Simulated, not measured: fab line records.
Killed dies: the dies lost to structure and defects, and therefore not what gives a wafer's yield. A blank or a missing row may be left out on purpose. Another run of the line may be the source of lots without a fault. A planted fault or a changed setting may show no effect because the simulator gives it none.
Which tool is to blame? | flow nand_harc | Sampling: 11 lots, 33 wafers, 4 of 1302 route steps

## WHAT THE GAUGES READ, wafer by wafer
NHARC_P_ZERO_WELL_CD_MEAS_37: target cd 720 nm.
lot  | measured     | on        | cd_nm (nm)
L437 | day 2 10:13  | cd_sem-01 | 721.9 718.4 719.3
L439 | day 3 06:07  | cd_sem-01 | 719.4 720.2 719.9
L440 | day 3 16:16  | cd_sem-01 | 721.4 720.2 718.9
L443 | day 5 02:10  | cd_sem-01 | 688.9 690.6 688.8
L451 | day 8 06:09  | cd_sem-02 | 721.9 720.6 722.4
L452 | day 8 16:14  | cd_sem-01 | 719.4 720.5 717.4
L453 | day 9 02:05  | cd_sem-01 | 723.9 724.1 722.3
L454 | day 9 12:13  | cd_sem-02 | 720.1 719.1 720.3
L456 | day 10 08:13 | cd_sem-01 | 721.1 722.8 722.8
L458 | day 11 04:13 | cd_sem-01 | 719.8 719.0 720.6
L459 | day 11 14:01 | cd_sem-02 | 722.2 718.4 718.3

## EACH LOT AND THE TOOL THAT RAN IT (in order: tool; ch and the chambers of the sampled wafers; start)
lot  | NHARC_P_ZERO_WELL_DESCUM_13        | NHARC_P_ZERO_WELL_DESCUM_26        | NHARC_P_ZERO_WELL_EXPOSE_34
L437 | rie_diel-11 ch 0,1,2, day 2 07:24  | rie_diel-09 ch 0,2,3, day 2 08:45  | krf_scanner-02 ch 0, day 2 10:03
L439 | rie_diel-13 ch 0,2,3, day 3 03:17  | rie_diel-11 ch 0,1,3, day 3 04:38  | krf_scanner-04 ch 0, day 3 05:58
L440 | rie_diel-11 ch 0,1,2, day 3 13:25  | rie_diel-11 ch 1,3, day 3 14:44    | krf_scanner-01 ch 0, day 3 16:07
L443 | rie_diel-09 ch 0,2,3, day 4 19:19  | rie_diel-13 ch 1,2,3, day 4 20:50  | krf_scanner-02 ch 0, day 5 02:00
L451 | rie_diel-09 ch 1,2,3, day 8 03:17  | rie_diel-11 ch 0,1, day 8 04:40    | krf_scanner-02 ch 0, day 8 06:00
L452 | rie_diel-09 ch 1,2,3, day 8 13:25  | rie_diel-11 ch 0,1,3, day 8 14:53  | krf_scanner-02 ch 0, day 8 16:06
L453 | rie_diel-13 ch 0,2,3, day 8 23:16  | rie_diel-09 ch 0,1, day 9 00:37    | krf_scanner-01 ch 0, day 9 01:56
L454 | rie_diel-13 ch 1,2, day 9 09:23    | rie_diel-09 ch 0,1,3, day 9 10:45  | krf_scanner-04 ch 0, day 9 12:04
L456 | rie_diel-11 ch 0,1,3, day 10 05:24 | rie_diel-11 ch 0,1,3, day 10 06:44 | krf_scanner-02 ch 0, day 10 08:04
L458 | rie_diel-09 ch 0,3, day 11 01:24   | rie_diel-13 ch 2,3, day 11 02:44   | krf_scanner-02 ch 0, day 11 04:04
L459 | rie_diel-09 ch 0,1,2, day 11 11:24 | rie_diel-09 ch 1,2,3, day 11 12:37 | krf_scanner-02 ch 0, day 11 13:51
- NHARC_P_ZERO_WELL_DESCUM_13: chemistry O2, time 3 s.
- NHARC_P_ZERO_WELL_DESCUM_26: chemistry O2, time 3 s.
- NHARC_P_ZERO_WELL_EXPOSE_34: exposes mask P PWELL, target cd 720 nm.

## THE ANSWER, worked out from the rows above alone
Rule: usual is defined by the lots themselves. Put in order of their means at a reading, lots are off if they are a third of the lots or fewer, leave a main group of 4 or more, and stand apart from it by a gap of 3 or more times the standard deviation of the main group's means; of several such gaps the widest counts. If all means in a main group match to the digits the tables above print for the reading, that group is not used. Also off: a lot with no number at a reading for which 4 or more lots have one. All remaining lots with rows at the step are treated as sound.
Off at NHARC_P_ZERO_WELL_CD_MEAS_37 (cd_nm): L443. Main group: mean 720.6 nm, sd 1.3.
If a tool, at a process step before that reading, ran all the lots that are off and no sound lot after the first of them, it fits. Gauges at NHARC_P_ZERO_WELL_CD_MEAS_37: tried the same way as those tools. No candidate that was tried fits.

## WHAT THE SIMULATOR PUT IN
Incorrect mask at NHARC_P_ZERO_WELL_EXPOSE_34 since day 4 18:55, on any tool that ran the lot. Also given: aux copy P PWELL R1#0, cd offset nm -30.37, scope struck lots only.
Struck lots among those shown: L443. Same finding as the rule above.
